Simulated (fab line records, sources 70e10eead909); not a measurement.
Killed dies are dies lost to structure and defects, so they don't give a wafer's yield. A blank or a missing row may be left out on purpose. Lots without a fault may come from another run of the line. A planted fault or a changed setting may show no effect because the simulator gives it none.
A struck lot beside a sound one | flow nand_harc | 12 steps out of a route of 1159
Sound: wafers L917.2, L917.3, L917.4. Struck: wafers L924.3, L924.5, L924.6. The cause comes at the end.
At each step with rows: each side's tool, then ch and its chambers, then its first start. Under that, the readings that differ: sound wafers | struck wafers | difference of the means | sigmas: that difference in standard deviations of wafers without a fault.
alike: readings whose means differ by less than 2 such deviations, and words and numbers that are the same on both sides. not compared: withheld readings, readings that some wafer has no value for, bounds like >300 that may hide the same value, and numbers for which the record gives no deviation and whose values overlap.
The two part at a step that has a row with sigmas, a row that says differs or no value, or rows on one side only. Numbers that don't overlap but have no deviation are shown without sigmas and don't part them. A reading that every wafer of one side lacks parts them only if that side has two wafers or more.

NHARC_A_SOURCE_PLATE_THK_MEAS_06: measures by ellipsometry.
  sound on film_metro-01, day 9 11:26; struck on film_metro-02, day 11 00:58
  alike: thk_nm
NHARC_A_SOURCE_PLATE_INSPECT_08:
  sound on defect_inspect-02, day 9 11:31; struck on defect_inspect-01, day 11 01:02
  alike: raw_defect_count
then, 1 step without rows for these wafers: NHARC_A_ONON_D1_DEP_00 (target thk 1000 nm).
NHARC_A_ONON_D1_THK_MEAS_02: measures by ellipsometry.
  sound on film_metro-01, day 9 12:05; struck on film_metro-01, day 11 01:37
  alike: thk_nm
then, 1 step without rows for these wafers: NHARC_A_ONON_D1_DEP_03 (target thk 1000 nm).
NHARC_A_ONON_D1_THK_MEAS_05: measures by ellipsometry.
  sound on film_metro-01, day 9 12:40; struck on film_metro-02, day 11 02:11
  alike: thk_nm
then, 1 step without rows for these wafers: NHARC_A_ONON_D1_DEP_06 (target thk 1000 nm).
NHARC_A_ONON_D1_THK_MEAS_08: measures by ellipsometry.
  sound on film_metro-01, day 9 13:14; struck on film_metro-02, day 11 02:45
  alike: thk_nm
then, 1 step without rows for these wafers: NHARC_A_ONON_D1_DEP_09 (target thk 1000 nm).
NHARC_A_ONON_D1_THK_MEAS_11: measures by ellipsometry.
  sound on film_metro-01, day 9 13:47; struck on film_metro-01, day 11 03:19
  alike: thk_nm
NHARC_A_ONON_D1_DEP_12: target thk 1000 nm.
  sound on pecvd_onon-04 ch 0, day 9 14:02; struck on pecvd_onon-03, day 11 03:29
  no value came back on the struck wafers for n2_flow_sccm (sccm), n2o_flow_sccm (sccm); on the sound wafers n2_flow_sccm (sccm) reads 2753 2756 2754
-- the record jumps here: 12 days lie between the struck wafers' starts before and after (it left off in module A_ONON_D1 and takes up again in module END, whose first step shown is number 1159 of the route) --
NHARC_END_SORT_01:
  the record has rows for the struck wafers here (prober-01 ch 0, day 23 03:20) and none for the sound ones

WHERE THEY PART
First at NHARC_A_ONON_D1_DEP_12; last, within this record, at NHARC_END_SORT_01.

WHY: what the simulator had put in
Skipped step whole: pecvd_onon-03, from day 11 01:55 on, at NHARC_A_ONON_D1_DEP_12. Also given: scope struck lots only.
